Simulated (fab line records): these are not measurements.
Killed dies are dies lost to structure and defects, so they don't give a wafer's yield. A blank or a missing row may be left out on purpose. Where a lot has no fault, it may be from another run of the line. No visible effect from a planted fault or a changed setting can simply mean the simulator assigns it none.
Chamber matching / flow n5Finfet / N5_MIM_BOT_ETCH_ETCH_04 on rieDiel-01 has 4 sister chambers
The step etches SiNx in CF4/O2, target depth 26 nm, time 13 s. 4 wafers are shown with their chamber, then 7 later ones without.

## WAFERS, EACH WITH ITS CHAMBER
wafer=L927.3; chamber=3; throttleValvePct (%)=15.54
wafer=L935.2; chamber=0; throttleValvePct (%)=16.07
wafer=L940.1; chamber=2; throttleValvePct (%)=16.05
wafer=L940.2; chamber=1; throttleValvePct (%)=16.18

## WAFERS WITH NO CHAMBER GIVEN
wafer=L940.3; throttleValvePct (%)=16.11
wafer=L943.1; throttleValvePct (%)=16.12
wafer=L943.3; throttleValvePct (%)=16.08
wafer=L943.4; throttleValvePct (%)=16.07
wafer=L947.1; throttleValvePct (%)=16.14
wafer=L947.3; throttleValvePct (%)=16.18
wafer=L947.4; throttleValvePct (%)=15.57

## CHAMBER TAKEN BY EACH
wafer=L940.3; from the rows above=can't be placed: 0 or 2 or 1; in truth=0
wafer=L943.1; from the rows above=can't be placed: 0 or 1 or 2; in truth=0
wafer=L943.3; from the rows above=can't be placed: 0 or 2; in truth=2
wafer=L943.4; from the rows above=can't be placed: 0 or 2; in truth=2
wafer=L947.1; from the rows above=can't be placed: 1 or 0 or 2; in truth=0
wafer=L947.3; from the rows above=1; in truth=1
wafer=L947.4; from the rows above=3; in truth=3
Correct placement for 2 of the 7. These rows do not allow placing 5 (true chamber among the candidates in 5). Number placed wrongly: 0.
How it was worked out, from the rows above alone: a wafer's distance from a chamber is the root of the sum, over the readings, of the square of ((its reading less the chamber's mean) divided by the reading's scatter). The wafer belongs to the nearest chamber; if the next one is less than 2 further off, it can't be placed. The mean given for a chamber averages the wafers shown for that chamber. The scatter: root of mean squared gap, hidden wafer to nearest shown wafer, with one shown wafer a chamber.
